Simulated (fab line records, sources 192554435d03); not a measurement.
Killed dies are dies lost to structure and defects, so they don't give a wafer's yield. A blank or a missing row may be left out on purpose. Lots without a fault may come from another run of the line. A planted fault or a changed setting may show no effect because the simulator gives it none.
fab line records | flow n5_finfet
record lots=5 wafers=15 last_day=17
route steps=1938 shown BEOL_M11@1578 BEOL_M12@1602
lots that met no fault: from a run of the same line without faults
start_h: hours from the record's first day to the start of the lot's first wafer shown | wait_h: hours since the lot's step before | " the same as in the row above | L1.1+2: a row that stands for several wafers | - no value, or no start given | * or withheld: withheld | < > ~ a bound
route shown NAME@n: a module of which the file shows steps, and the number in the route of the first | usual: mean/standard deviation of fault-free wafers | same: alike in all rows | chamber/n: place in a boat | sites: the reading at each site | _std_site: their standard deviation | _edge_site: outer sites' mean less inner sites' | radius_mm: how far each site lies from the wafer's centre | mask NAME#n: copy n | behind: the tool/chamber that last shaped the wafer | hold: why the lot was held/for how many hours/how that ended | device: the transistor (n, p or np) that didn't switch | end of line: the same wafers' tests at the end of the route | a step without rows: its recipe alone | killed: dies lost to structure and defects at the first sort, not the wafer's yield | map: a wafer's dies, x killed, . not, _ none there
set.NAME: the setting as run; set.NAME@STEP: as run at that earlier step | model.NAME: the simulator's own value behind a step, which no gauge read
lots at some steps of the route; a table a step, a row a wafer
services: from which hour (start_h, from the record's first day; less than 0 if before it) a tool's chamber was out of use, for how many hours, and why
## steps
# step N5_BEOL_M11_TRENCH_ETCH_37
# recipe chemistry=C4F6/O2 target_depth_a=1488.3 target=SiCOH_lowk time_s=48 ion_energy_ev=250 pressure_mtorr=30 source_w=345 bias_w=185 Ar_flow_sccm=300 C4F6_flow_sccm=10 O2_flow_sccm=10
# usual chamber_pressure_mTorr=30.000/0.029 drypump_motor_current_A=5.7/0.57 oes_product_au=0.79/0.089 rf_vpp_V=661/14 showerhead_plenum_p_Torr=2.83/0.11 throttle_valve_pct=20.81/0.25
# same time_s=48
# columns lot.wafer tool chamber start_h wait_h chamber_pressure_mTorr drypump_motor_current_A oes_product_au rf_hours_counter_h rf_vpp_V showerhead_plenum_p_Torr throttle_valve_pct
L078.2 rie_diel-01 1 - - 30.007 5.8 0.83 65 675 2.88 21.00
L078.4 " 3 " " 30.018 5.4 0.67 225 651 2.71 20.98
L078.5 " 3 " " 30.024 5.4 0.67 - 651 2.71 20.98
L091.2 rie_diel-03 1 - - 29.985 6.1 0.82 84 668 2.75 20.74
L091.5 " 2 " " 30.030 5.0 0.72 - 658 2.73 20.97
L091.6 " 3 " " 30.021 5.4 0.91 - 646 2.91 20.54
L092.1 rie_diel-01 2 - - 30.011 5.0 0.93 21 672 2.78 21.02
L092.3 " 1 " " 30.014 5.9 0.81 86 674 2.87 21.01
L092.5 " 2 " " 30.005 5.0 0.93 - 673 2.78 21.01
L096.1 rie_diel-05 0 - - 30.049 5.6 0.73 171 637 2.63 20.99
L096.5 " 3 " " 30.010 5.8 0.94 - 679 2.91 20.35
L096.6 " 2 " " 30.009 6.8 0.77 - 663 2.93 20.39
L097.1 rie_diel-05 3 - - 30.000 5.8 0.93 10 680 2.91 20.37
L097.4 " 1 " " 29.993 6.1 0.78 113 662 2.96 20.66
L097.5 " 2 " " 29.989 6.8 0.76 - 663 2.93 20.39
# step N5_BEOL_M11_ETCH_41
# recipe chemistry=CH3F/O2 target=SiCN target_depth_a=426 taper_deg=2 time_s=86 ion_energy_ev=120 mask_material=TiN pressure_mtorr=30 source_w=395 bias_w=75 Ar_flow_sccm=150 CH3F_flow_sccm=30 O2_flow_sccm=20
# usual chamber_pressure_mTorr=29.999/0.027 drypump_motor_current_A=5.7/0.57 oes_product_au=0.79/0.088 rf_vpp_V=297.1/1.9 showerhead_plenum_p_Torr=1.99/0.08 throttle_valve_pct=16.22/0.22
# same time_s=86
# columns lot.wafer tool chamber start_h wait_h chamber_pressure_mTorr drypump_motor_current_A oes_product_au rf_hours_counter_h rf_vpp_V showerhead_plenum_p_Torr throttle_valve_pct
L078.2 rie_diel-01 1 - - 29.997 5.7 0.83 65 299.1 2.03 16.34
L078.4 " 3 " " 29.975 5.4 0.68 225 294.7 1.90 16.39
L078.5 " 3 " " 29.991 5.4 0.68 - 294.9 1.90 16.38
L091.2 rie_diel-03 1 - - 29.992 6.1 0.83 84 297.6 1.93 16.17
L091.5 " 2 " " 29.935 5.1 0.72 - 295.6 1.91 16.42
L091.6 " 3 " " 30.024 5.4 0.92 - 298.5 2.05 15.92
L092.1 rie_diel-01 2 - - 30.012 5.0 0.92 21 296.8 1.95 16.35
L092.3 " 1 " " 29.960 5.8 0.81 86 296.7 2.02 16.37
L092.5 " 2 " " 29.993 5.0 0.94 - 295.6 1.95 16.35
L096.1 rie_diel-05 0 - - 29.996 5.5 0.72 172 294.7 1.84 16.37
L096.5 " 3 " " 30.026 5.8 0.93 - 297.4 2.05 15.73
L096.6 " 2 " " 30.035 6.8 0.77 - 299.7 2.07 15.90
L097.1 rie_diel-05 3 - - 29.951 5.8 0.93 10 298.8 2.05 15.75
L097.4 " 1 " " 29.979 6.1 0.77 113 299.7 2.08 16.10
L097.5 " 2 " " 30.024 6.7 0.76 - 299.7 2.06 15.92
# step N5_BEOL_M11_STRIP_77
# recipe chemistry=N2/H2 time_s=10 power_w=450 temp_c=40 pressure_mtorr=20 rf_frequency_hz=6e+07 bias_power_w=7 n2_flow_sccm=200 h2_flow_sccm=200
# usual chamber_pressure_mTorr=20.001/0.019 drypump_motor_current_A=5.7/0.57 n2_flow_sccm=200.0/0.58 oes_product_au=0.79/0.091 rf_vpp_V=59.2/0.87 showerhead_plenum_p_Torr=2.53/0.11 throttle_valve_pct=23.6/0.38
# same time_s=10
# columns lot.wafer tool chamber start_h wait_h chamber_pressure_mTorr drypump_motor_current_A n2_flow_sccm oes_product_au rf_hours_counter_h rf_vpp_V showerhead_plenum_p_Torr throttle_valve_pct
L078.2 rie_diel-01 1 - - 20.007 5.8 199.9 0.81 65 58.5 2.57 23.5
L078.4 " 3 " " 19.983 5.3 199.7 0.67 225 58.9 2.42 23.8
L078.5 " 3 " " 20.029 5.3 199.4 0.67 - 57.9 2.42 23.8
L091.2 rie_diel-03 1 - - 20.025 6.1 200.8 0.84 84 58.7 2.49 23.9
L091.5 " 2 " " 19.976 5.1 199.0 0.73 - 59.1 2.40 23.1
L091.6 " 3 " " 19.988 5.4 199.8 0.93 - 60.0 2.60 23.4
L092.1 rie_diel-01 2 - - 19.969 5.0 200.6 0.93 21 59.2 2.49 24.0
L092.3 " 1 " " 20.019 5.8 199.9 0.80 86 59.4 2.56 23.5
L092.5 " 2 " " 19.994 5.0 200.5 0.93 - 59.8 2.49 24.0
L096.1 rie_diel-05 0 - - 20.004 5.6 200.2 0.72 172 59.6 2.32 23.7
L096.5 " 3 " " 19.990 5.8 199.5 0.92 - 59.9 2.59 22.7
L096.6 " 2 " " 19.973 6.7 199.8 0.77 - 60.0 2.65 23.3
L097.1 rie_diel-05 3 - - 20.000 5.8 200.6 0.91 10 60.0 2.58 22.8
L097.4 " 1 " " 19.979 6.1 200.5 0.78 113 58.8 2.67 23.4
L097.5 " 2 " " 19.997 6.8 200.8 0.76 - 60.1 2.64 23.4
# step N5_BEOL_M11_OCD_MEAS_38
# usual trench_depth_nm=148.1/2.5
# columns lot.wafer tool chamber start_h wait_h trench_depth_nm
L078.2 ocd-01 - 248.94 - 149.1
L078.4 " - " " 143.9
L078.5 " - " " 142.4
L091.2 ocd-01 - 307.91 - 145.5
L091.5 " - " " 146.4
L091.6 " - " " 148.3
L092.1 ocd-02 - 314.00 - 147.8
L092.3 " - " " 150.1
L092.5 " - " " 147.2
L096.1 ocd-02 - 345.99 - 150.9
L096.5 " - " " 152.5
L096.6 " - " " 151.2
L097.1 ocd-02 - 358.79 - 151.7
L097.4 " - " " 147.3
L097.5 " - " " 149.3
# step N5_BEOL_M11_HM_STRIP_39
# recipe chemistry=peroxide_tin_strip material=TiN target_depth_a=250 temp_c=50 time_s=158
# same time_s=158
# columns lot.wafer tool chamber start_h wait_h
L078.2+4+5 wet_bench-04 1,3,7 248.97 0.0
L091.2+5+6 wet_bench-05 6,0,5 307.94 0.0
L092.1+3+5 wet_bench-01 1,3,4 314.03 0.0
L096.1+5+6 wet_bench-01 2,3,6 346.02 0.0
L097.1+4+5 wet_bench-05 3,4,2 358.83 0.0
# step N5_BEOL_M11_SRD_40
# recipe time_s=30 temp_c=23 rinse_liquid=diw dry=ipa_marangoni
# same time_s=30
# columns lot.wafer tool chamber start_h wait_h
L078.2+4+5 wet_bench-04 1,3,7 249.02 0.0
L091.2+5+6 wet_bench-05 6,0,5 307.99 0.0
L092.1+3+5 wet_bench-01 1,3,4 314.08 0.0
L096.1+5+6 wet_bench-01 2,3,6 346.07 0.0
L097.1+4+5 wet_bench-05 3,4,2 358.87 0.0
# step N5_BEOL_M11_PRECLEAN_42
# recipe chemistry=residue_remover time_s=60 temp_c=40
# same time_s=60
# columns lot.wafer tool chamber start_h wait_h
L078.2+4+5 wet_bench-04 1,3,7 249.03 0.0
L091.2+5+6 wet_bench-05 6,0,5 308.00 0.0
L092.1+3+5 wet_bench-01 1,3,4 314.09 0.0
L096.1+5+6 wet_bench-01 2,3,6 346.08 0.0
L097.1+4+5 wet_bench-05 3,4,2 358.89 0.0
# step N5_BEOL_M11_SRD_43
# recipe time_s=30 temp_c=23 rinse_liquid=diw dry=ipa_marangoni
# same time_s=30
# columns lot.wafer tool chamber start_h wait_h
L078.2+4+5 wet_bench-04 1,3,7 249.05 0.0
L091.2+5+6 wet_bench-05 6,0,5 308.02 0.0
L092.1+3+5 wet_bench-01 1,3,4 314.11 0.0
L096.1+5+6 wet_bench-01 2,3,6 346.10 0.0
L097.1+4+5 wet_bench-05 3,4,2 358.91 0.0
# step N5_BEOL_M11_CD_MEAS_35
# recipe target_cd_nm=70 polarity=opening
# usual cd_nm=70.0/0.72
# columns lot.wafer tool chamber start_h wait_h cd_nm
L078.2 cd_sem-02 - 249.09 0.0 68.3
L078.4 " - " " 69.8
L078.5 " - " " 69.7
L091.2 cd_sem-01 - 308.06 0.0 69.5
L091.5 " - " " 70.5
L091.6 " - " " 68.9
L092.1 cd_sem-01 - 314.15 0.0 69.3
L092.3 " - " " 69.9
L092.5 " - " " 69.6
L096.1 cd_sem-03 - 346.14 0.0 70.7
L096.5 " - " " 70.8
L096.6 " - " " 70.1
L097.1 cd_sem-01 - 358.95 0.0 69.0
L097.4 " - " " 70.7
L097.5 " - " " 69.6
# step N5_BEOL_M11_CURE_72
# recipe temp_c=370 time_s=120 ambient=DMADMS/He material=SiCOH_lowk
# usual lamp_power_pct=52.32/0.052 wafer_temp_C_max=371.6/0.57
# same time_s=120
# columns lot.wafer tool chamber start_h wait_h lamp_power_pct wafer_temp_C_max
L078.2 uv_cure-03 0 249.18 0.1 52.29 371.5
L078.4 " 0 " " 52.29 371.3
L078.5 " 0 " " 52.34 372.2
L091.2 uv_cure-03 1 308.15 0.1 52.26 372.3
L091.5 " 1 " " 52.37 372.3
L091.6 " 1 " " 52.38 372.4
L092.1 uv_cure-02 2 314.40 0.2 52.31 371.7
L092.3 " 2 " " 52.30 371.8
L092.5 " 2 " " 52.42 371.8
L096.1 uv_cure-02 2 346.18 0.0 52.33 371.3
L096.5 " 2 " " 52.23 371.6
L096.6 " 2 " " 52.27 371.7
L097.1 uv_cure-03 0 358.99 0.0 52.41 372.1
L097.4 " 0 " " 52.37 371.4
L097.5 " 0 " " 52.39 371.5
# step N5_BEOL_M11_DEGAS_44
# recipe ambient=vacuum temp_c=250 time_s=60
# usual heater_power_w=331/25
# same time_s=60
# columns lot.wafer tool chamber start_h wait_h heater_power_w
L078.2 pvd_sputter-03 - 249.65 0.4 358
L078.4 " - " " 306
L078.5 " - " " 297
L091.2 pvd_sputter-01 - 309.08 0.9 296
L091.5 " - " " 351
L091.6 " - " " 358
L092.1 pvd_sputter-02 - 314.77 0.3 300
L092.3 " - " " 307
L092.5 " - " " 311
L096.1 pvd_sputter-01 - 346.50 0.3 341
L096.5 " - " " 357
L096.6 " - " " 347
L097.1 pvd_sputter-01 - 359.37 0.3 368
L097.4 " - " " 347
L097.5 " - " " 294
# step N5_BEOL_M11_PRE_CLEAN_45
# recipe gas=H2/He time_s=30 temp_c=250
# usual heater_power_w=331/24
# same time_s=30
# columns lot.wafer tool chamber start_h wait_h heater_power_w
L078.2 pvd_sputter-03 - 249.69 0.0 351
L078.4 " - " " 305
L078.5 " - " " 302
L091.2 pvd_sputter-01 - 309.12 0.0 294
L091.5 " - " " 350
L091.6 " - " " 361
L092.1 pvd_sputter-02 - 314.81 0.0 297
L092.3 " - " " 325
L092.5 " - " " 310
L096.1 pvd_sputter-01 - 346.54 0.0 346
L096.5 " - " " 361
L096.6 " - " " 346
L097.1 pvd_sputter-01 - 359.41 0.0 370
L097.4 " - " " 343
L097.5 " - " " 296
# step N5_BEOL_M11_ALD_74
# recipe material=TaN target_thk_a=20 temp_c=275 ald_precursor_family=PDMAT ald_co_reactant=NH3 pressure_torr=3 carrier_flow_sccm=1500 pulse_time_s=2 purge_time_s=3 co_reactant_purge_time_s=2 co_reactant_pulse_time_s=3 ald_cycles=40 precursor_vessel_temp_c=75 precursor_vessel_pressure_torr=26.25 precursor_vessel_carrier_sccm=1000
# usual heater_power_w=401/24
# same co_reactant_purge_time_s=2 purge_time_s=3
# columns lot.wafer tool chamber start_h wait_h heater_power_w
L078.2 ald_metal-02 3 249.75 0.0 403
L078.4 " 2 " " 375
L078.5 " 3 " " 419
L091.2 ald_metal-02 1 309.18 0.0 399
L091.5 " 2 " " 380
L091.6 " 3 " " 425
L092.1 ald_metal-03 3 314.87 0.0 397
L092.3 " 1 " " 443
L092.5 " 2 " " 413
L096.1 ald_metal-03 0 346.61 0.0 438
L096.5 " 0 " " 427
L096.6 " 1 " " 440
L097.1 ald_metal-04 2 359.58 0.2 406
L097.4 " 0 " " 370
L097.5 " 1 " " 415
# step N5_BEOL_M11_SURFACE_TREAT_76
# recipe gas=Ar time_s=* ion_energy_ev=* ion_current_ma_cm2=0.5 pressure_mtorr=* ar_flow_sccm=30
# usual throttle_valve_pct=*
# same time_s=*
# columns lot.wafer tool chamber start_h wait_h throttle_valve_pct
L078.2 pvd_sputter-01 - 250.05 0.2 *
L078.4 " - " " *
L078.5 " - " " *
L091.2 pvd_sputter-01 - 309.48 0.2 *
L091.5 " - " " *
L091.6 " - " " *
L092.1 pvd_sputter-03 - 315.19 0.2 *
L092.3 " - " " *
L092.5 " - " " *
L096.1 pvd_sputter-03 - 346.92 0.2 *
L096.5 " - " " *
L096.6 " - " " *
L097.1 pvd_sputter-03 - 359.90 0.2 *
L097.4 " - " " *
L097.5 " - " " *
# step N5_BEOL_M11_CVD_75
# recipe material=Co target_thk_a=20 temp_c=withheld precursor=CCTBA/H2 pressure_torr=30 time_s=138.9
# same time_s=138.9
# columns lot.wafer tool chamber start_h wait_h
L078.2+4+5 cvd_co-01 2,0,1 250.13 0.1
L091.2+5+6 cvd_co-02 2,0,1 309.54 0.0
L092.1+3+5 cvd_co-01 2,0,2 315.25 0.0
L096.1+5+6 cvd_co-02 2,2,1 347.21 0.3
L097.1+4+5 cvd_co-02 1,0,2 360.07 0.1
# step N5_BEOL_M11_SPUTTER_48
# recipe material=Cu target_thk_a=120 temp_c=-20 bias_v=60 power_w=26000 chamber_pressure_pa=0.13 time_s=2
# usual throttle_valve_pct=29.6/1.2
# same time_s=2
# columns lot.wafer tool chamber start_h wait_h throttle_valve_pct
L078.2 pvd_sputter-03 - 250.31 0.1 29.0
L078.4 " - " " 29.8
L078.5 " - " " 29.3
L091.2 pvd_sputter-03 - 309.65 0.1 29.7
L091.5 " - " " 29.7
L091.6 " - " " 30.1
L092.1 pvd_sputter-03 - 315.41 0.1 29.5
L092.3 " - " " 29.8
L092.5 " - " " 29.6
L096.1 pvd_sputter-03 - 349.24 2.0 30.2
L096.5 " - " " 29.8
L096.6 " - " " 29.7
L097.1 pvd_sputter-03 - 360.18 0.1 32.2
L097.4 " - " " 28.6
L097.5 " - " " 32.1
# step N5_BEOL_M11_ECD_50
# recipe material=Cu target_thk_a=3180
# columns lot.wafer tool chamber start_h wait_h
L078.2+4+5 ecd_cu-02 0,1,1 250.42 0.1
L091.2+5+6 ecd_cu-01 1,1,0 309.77 0.1
L092.1+3+5 ecd_cu-02 0 315.53 0.1
L096.1+5+6 ecd_cu-02 0,1,0 349.36 0.1
L097.1+4+5 ecd_cu-01 0,1,0 360.30 0.1
# step N5_BEOL_M11_ANNEAL_51
# recipe temp_c=225 time_s=90 ambient=N2
# usual anneal_temp_c_max=226.6/0.35 wafer_temp_C_max=226.16/0.27
# same time_s=90
# columns lot.wafer tool chamber start_h wait_h anneal_temp_c_max wafer_temp_C_max
L078.2 rtp_anneal-02 0 250.70 0.3 226.2 226.05
L078.4 " 0 " " 226.0 226.07
L078.5 " 0 " " 227.1 226.05
L091.2 rtp_anneal-02 0 310.13 0.3 226.7 225.75
L091.5 " 0 " " 226.7 225.52
L091.6 " 0 " " 227.2 225.76
L092.1 rtp_anneal-01 0 315.64 0.1 226.6 226.27
L092.3 " 0 " " 226.6 226.26
L092.5 " 0 " " 226.4 226.47
L096.1 rtp_anneal-01 0 349.63 0.2 226.8 226.30
L096.5 " 0 " " 227.2 226.22
L096.6 " 0 " " 226.7 226.33
L097.1 rtp_anneal-02 0 360.67 0.3 226.9 225.94
L097.4 " 0 " " 227.2 226.04
L097.5 " 0 " " 226.9 225.65
# step N5_BEOL_M11_CMP_52
# recipe stop_on=SiCOH_lowk t_overpolish_s=7 down_force_psi=1 platen_rpm=50 clearing_platen_down_force_psi=1.5 clearing_platen_rpm=50 post_cmp_clean=cu_alkaline target_thk_nm=140 clearing_platen_pad_velocity_m_s=0.99484 pad_velocity_m_s=0.99484
# usual barrier_field_endpoint_s=29.1/0.78 clearing_platen_rpm=49.999/0.029 motor_current_A=5.8/0.62 overpolish_run_s=7.000/0.0083 time_to_endpoint_s=66/3.5
# columns lot.wafer tool chamber start_h wait_h barrier_field_endpoint_s clearing_platen_rpm motor_current_A overpolish_run_s time_to_endpoint_s
L078.2 cmp-03 3 250.99 0.2 29.1 50.001 5.7 6.983 65
L078.4 " 0 " " 29.2 50.014 5.1 7.000 64
L078.5 " 2 " " 30.4 50.031 6.3 6.998 70
L091.2 cmp-03 3 310.42 0.2 28.9 49.990 5.8 6.995 67
L091.5 " 2 " " 29.9 49.948 6.6 7.003 69
L091.6 " 3 " " 29.2 49.991 5.5 6.999 69
L092.1 cmp-02 1 316.01 0.3 28.8 50.002 4.9 6.989 62
L092.3 " 2 " " 29.0 50.074 5.4 6.980 63
L092.5 " 0 " " 28.9 50.017 5.7 7.001 64
L096.1 cmp-01 0 349.92 0.3 28.4 50.003 5.3 7.017 59
L096.6 " 0 " " 27.8 49.998 5.5 7.001 59
L096.5 " 1 " " 28.1 49.975 6.0 7.019 56
L097.4 cmp-01 2 360.97 0.1 31.0 50.031 7.3 6.990 72
L097.1 " 3 " " 29.1 49.988 5.9 6.987 67
L097.5 " 3 " " 30.3 50.023 5.9 7.016 70
# step N5_BEOL_M11_THK_MEAS_53
# recipe thk_meas_gauge=xrf reads=Cu_of_BEOL_M11_ECD_50
# usual M11_THK=140.7/2.7
# columns lot.wafer tool chamber start_h wait_h M11_THK[nm]
L078.2 film_metro-01 - 251.25 - 140.0
L078.4 " - " " 135.4
L078.5 " - " " 136.4
L091.2 film_metro-02 - 310.67 - 140.1
L091.5 " - " " 141.0
L091.6 " - " " 141.6
L092.1 film_metro-01 - 316.23 - 140.2
L092.3 " - " " 143.4
L092.5 " - " " 139.4
L096.1 film_metro-02 - 350.22 - 142.7
L096.5 " - " " 142.1
L096.6 " - " " 140.8
L097.1 film_metro-01 - 361.26 - 146.8
L097.4 " - " " 144.2
L097.5 " - " " 144.9
# step N5_BEOL_M11_PRE_CLEAN_55
# recipe gas=NH3 time_s=15 temp_c=withheld rf_power_w=300
# same time_s=15
# columns lot.wafer tool chamber start_h wait_h
L078.2+4+5 pecvd-04 0,0,1 251.29 0.0
L091.2+5+6 pecvd-02 2,0,1 310.71 0.0
L092.1+3+5 pecvd-04 1,0,2 316.26 0.0
L096.1+5+6 pecvd-02 0,2,1 350.26 0.0
L097.1+4+5 pecvd-03 1,1,2 361.30 0.0
# step N5_BEOL_M11_DEP_56
# recipe material=SiCN target_thk_a=300 temp_c=withheld precursor=3MS/NH3 pressure_torr=3 rf_w=675 time_s=10.5
# usual showerhead_plenum_p_Torr=4.144/0.018 throttle_valve_pct=18.4/1.2
# same time_s=10.5
# columns lot.wafer tool chamber start_h wait_h showerhead_plenum_p_Torr throttle_valve_pct
L078.2 pecvd-04 0 251.31 0.0 4.114 18.4
L078.4 " 0 " " 4.107 19.0
L078.5 " 1 " " 4.159 20.9
L091.2 pecvd-02 2 310.73 0.0 4.154 16.6
L091.5 " 0 " " 4.124 18.2
L091.6 " 1 " " 4.172 18.7
L092.1 pecvd-04 1 316.29 0.0 4.164 20.4
L092.3 " 0 " " 4.113 18.3
L092.5 " 2 " " 4.140 16.7
L096.1 pecvd-02 0 350.28 0.0 4.121 18.3
L096.5 " 2 " " 4.149 16.5
L096.6 " 1 " " 4.178 18.7
L097.1 pecvd-03 1 361.32 0.0 4.149 18.6
L097.4 " 1 " " 4.145 18.9
L097.5 " 2 " " 4.128 17.9
# step N5_BEOL_M11_RS_MEAS_57
# recipe thk_meas_gauge=four-point-probe reads=Cu_of_BEOL_M11_ECD_50+Co_of_BEOL_M11_CVD_75+TaN_of_BEOL_M11_ALD_74
# usual M11_RS=0.152/0.0031
# columns lot.wafer tool chamber start_h wait_h M11_RS[ohm/sq]
L078.2 film_metro-02 - 251.38 0.0 0.153
L078.4 " - " " 0.159
L078.5 " - " " 0.158
L091.2 film_metro-01 - 310.80 0.0 0.154
L091.5 " - " " 0.152
L091.6 " - " " 0.151
L092.1 film_metro-01 - 316.35 0.0 0.153
L092.3 " - " " 0.148
L092.5 " - " " 0.153
L096.1 film_metro-01 - 350.35 0.0 0.149
L096.5 " - " " 0.150
L096.6 " - " " 0.152
L097.1 film_metro-02 - 361.39 0.0 0.146
L097.4 " - " " 0.149
L097.5 " - " " 0.148
# step N5_BEOL_M11_INSPECT_58
# recipe inspect_instrument=darkfield mode=post_dep
# usual raw_defect_count=65/19
# columns lot.wafer tool chamber start_h wait_h raw_defect_count
L078.2 defect_inspect-01 - 251.40 0.0 99
L078.4 " - " " 75
L078.5 " - " " 55
L091.2 defect_inspect-01 - 310.82 0.0 35
L091.5 " - " " 64
L091.6 " - " " 46
L092.1 defect_inspect-02 - 316.38 0.0 110
L092.3 " - " " 70
L092.5 " - " " 97
L096.1 defect_inspect-01 - 350.37 0.0 50
L096.5 " - " " 59
L096.6 " - " " 72
L097.1 defect_inspect-01 - 361.41 0.0 52
L097.4 " - " " 75
L097.5 " - " " 89
# step N5_BEOL_M12_ILD_DEP_00
# recipe material=SiOC target_thk_a=6589.2 temp_c=350 precursor=DEMS/O2 pressure_torr=5 rf_w=500 time_s=130.7
# usual heater_power_w=481/75 showerhead_plenum_p_Torr=5.687/0.01 throttle_valve_pct=12.1/0.81
# same time_s=130.7
# columns lot.wafer tool chamber start_h wait_h heater_power_w showerhead_plenum_p_Torr throttle_valve_pct
L078.2 pecvd-01 1 251.44 0.0 470 5.697 13.2
L078.4 " 0 " " 482 5.686 11.8
L078.5 " 2 " " 392 5.694 11.1
L091.2 pecvd-03 2 310.86 0.0 464 5.689 11.7
L091.5 " 2 " " 480 5.684 11.6
L091.6 " 0 " " 572 5.690 12.4
L092.1 pecvd-01 2 316.41 0.0 378 5.693 11.1
L092.3 " 1 " " 450 5.679 13.1
L092.5 " 2 " " 393 5.696 11.1
L096.1 pecvd-02 0 350.41 0.0 467 5.687 12.1
L096.5 " 0 " " 494 5.678 12.4
L096.6 " 2 " " 359 5.692 11.2
L097.1 pecvd-01 2 361.45 0.0 427 5.684 11.1
L097.4 " 2 " " 418 5.689 11.2
L097.5 " 0 " " 485 5.685 12.2
# step N5_BEOL_M12_THK_MEAS_01
# recipe reads=SiOC_of_BEOL_M12_ILD_DEP_00
# usual M12_ILD_THK=664/7.9
# columns lot.wafer tool chamber start_h wait_h M12_ILD_THK[nm]
L078.2 film_metro-02 - 251.57 0.1 655
L078.4 " - " " 665
L078.5 " - " " 671
L091.2 film_metro-02 - 310.99 0.1 663
L091.5 " - " " 673
L091.6 " - " " 670
L092.1 film_metro-02 - 316.56 0.1 657
L092.3 " - " " 654
L092.5 " - " " 660
L096.1 film_metro-02 - 350.54 0.1 656
L096.5 " - " " 661
L096.6 " - " " 680
L097.1 film_metro-01 - 361.58 0.1 655
L097.4 " - " " 668
L097.5 " - " " 663
# step N5_BEOL_M12_COAT_58
# recipe resist=BARC temp_c=205 time_s=60 spin_rpm=1500 resist_thk_nm=89
# usual dispense_pressure_kPa=50/4.5
# same time_s=60
# columns lot.wafer tool chamber start_h wait_h dispense_pressure_kPa
L078.2 litho_track-01 0 251.60 0.0 49
L078.4 " 0 " " 49
L078.5 " 0 " " 49
L091.2 litho_track-02 0 311.02 0.0 45
L091.5 " 0 " " 45
L091.6 " 0 " " 45
L092.1 litho_track-03 0 316.59 0.0 55
L092.3 " 0 " " 55
L092.5 " 0 " " 55
L096.1 litho_track-03 0 350.57 0.0 55
L096.5 " 0 " " 55
L096.6 " 0 " " 55
L097.1 litho_track-02 0 361.61 0.0 45
L097.4 " 0 " " 45
L097.5 " 0 " " 45
# step N5_BEOL_M12_COAT_04
# recipe spin_rpm=1625 resist_thk_nm=400
# usual dispense_pressure_kPa=50/4.5
# columns lot.wafer tool chamber start_h wait_h dispense_pressure_kPa
L078.2 litho_track-01 0 - - 49
L078.4 " 0 " " 49
L078.5 " 0 " " 49
L091.2 litho_track-02 0 - - 45
L091.5 " 0 " " 45
L091.6 " 0 " " 45
L092.1 litho_track-03 0 - - 55
L092.3 " 0 " " 55
L092.5 " 0 " " 55
L096.1 litho_track-03 0 - - 55
L096.5 " 0 " " 55
L096.6 " 0 " " 55
L097.1 litho_track-02 0 - - 45
L097.4 " 0 " " 45
L097.5 " 0 " " 45
# step N5_BEOL_M12_EBR_06
# recipe solvent=PGMEA ebr_width_mm=1.5
# columns lot.wafer tool chamber start_h wait_h
L078.2+4+5 litho_track-01 0 - -
L091.2+5+6 litho_track-02 0 - -
L092.1+3+5 litho_track-03 0 - -
L096.1+5+6 litho_track-03 0 - -
L097.1+4+5 litho_track-02 0 - -
# step N5_BEOL_M12_SOFTBAKE_05
# recipe temp_c=130 time_s=60
# same time_s=60
# columns lot.wafer tool chamber start_h wait_h
L078.2+4+5 litho_track-01 0 - -
L091.2+5+6 litho_track-02 0 - -
L092.1+3+5 litho_track-03 0 - -
L096.1+5+6 litho_track-03 0 - -
L097.1+4+5 litho_track-02 0 - -
# step N5_BEOL_M12_EXPOSE_07
# recipe mask_id=V11 na=0.93 source_shape=conventional sigma_outer=0.6 polarization=unpolarized attpsm_phase_deg=180 dose_mj=32.5
# same sigma_outer=0.6
# columns lot.wafer tool chamber start_h wait_h mask
L078.2+4+5 krf_scanner-01 0 251.83 - V11#0
L091.2+5+6 krf_scanner-01 0 311.13 - V11#0
L092.1+3+5 krf_scanner-01 0 316.82 - V11#0
L096.1+5+6 krf_scanner-02 0 350.67 - V11#0
L097.1+4+5 krf_scanner-02 0 361.71 - V11#0
# step N5_BEOL_M12_PEB_08
# recipe peb_temp_c=130 peb_time_s=90
# columns lot.wafer tool chamber start_h wait_h
L078.2+4+5 litho_track-02 0 251.88 0.0
L091.2+5+6 litho_track-03 0 311.19 0.0
L092.1+3+5 litho_track-03 0 316.87 0.1
L096.1+5+6 litho_track-02 0 350.73 0.1
L097.1+4+5 litho_track-03 0 361.77 0.1
# step N5_BEOL_M12_DEVELOP_09
# recipe develop_time_s=45 rinse_liquid=diw dry=air_spin dev_temp_c=21
# columns lot.wafer tool chamber start_h wait_h
L078.2+4+5 litho_track-02 0 - -
L091.2+5+6 litho_track-03 0 - -
L092.1+3+5 litho_track-03 0 - -
L096.1+5+6 litho_track-02 0 - -
L097.1+4+5 litho_track-03 0 - -
# step N5_BEOL_M12_HARDBAKE_14
# recipe temp_c=130 time_s=120
# same time_s=120
# columns lot.wafer tool chamber start_h wait_h
L078.2+4+5 litho_track-02 0 - -
L091.2+5+6 litho_track-03 0 - -
L092.1+3+5 litho_track-03 0 - -
L096.1+5+6 litho_track-02 0 - -
L097.1+4+5 litho_track-03 0 - -
# step N5_BEOL_M12_CD_MEAS_10
# recipe target_cd_nm=140 landing_energy_ev=500 detector=se_inlens polarity=opening
# usual cd_nm=141.1/1.5
# same landing_energy_ev=500
# columns lot.wafer tool chamber start_h wait_h cd_nm
L078.2 cd_sem-02 0 252.00 - 137.7
L078.4 " 0 " " 139.7
L078.5 " 0 " " 140.4
L091.2 cd_sem-02 0 311.30 - 142.7
L091.5 " 0 " " 141.2
L091.6 " 0 " " 143.0
L092.1 cd_sem-03 0 316.99 - 143.4
L092.3 " 0 " " 143.7
L092.5 " 0 " " 141.9
L096.1 cd_sem-02 0 350.84 - 139.5
L096.5 " 0 " " 141.5
L096.6 " 0 " " 140.0
L097.1 cd_sem-03 0 361.88 - 141.9
L097.4 " 0 " " 141.1
L097.5 " 0 " " 141.7
## services
# columns tool chamber start_h hours kind
cmp-03 - 228.10 0.5 repair
krf_scanner-02 - 230.84 0.8 pm
rie_diel-03 3 232.01 2.0 repair
pecvd-04 - 238.23 0.5 repair
wet_bench-01 - 250.39 1.3 repair
pecvd-02 - 250.62 2.8 pm
pecvd-04 0 251.52 12.3 repair
rie_diel-03 3 266.40 4.3 repair
pecvd-03 - 271.33 1.2 repair
krf_scanner-01 - 280.58 0.8 pm
rie_diel-05 3 288.80 4.2 repair
rie_diel-03 0 289.36 5.6 repair
pecvd-02 - 290.31 6.1 repair
pecvd-02 1 298.53 6.5 repair
krf_scanner-01 - 302.66 1.0 pm
krf_scanner-01 - 305.96 0.7 repair
pecvd-01 - 306.51 1.0 repair
pecvd-04 - 323.14 1.8 repair
krf_scanner-01 - 325.78 1.3 pm
rie_diel-01 1 326.54 5.2 repair
krf_scanner-01 - 333.95 36.0 pm
rie_diel-03 3 343.39 5.5 repair
uv_cure-03 - 345.32 4.7 repair
rie_diel-03 2 358.84 8.7 repair
## key
fault none
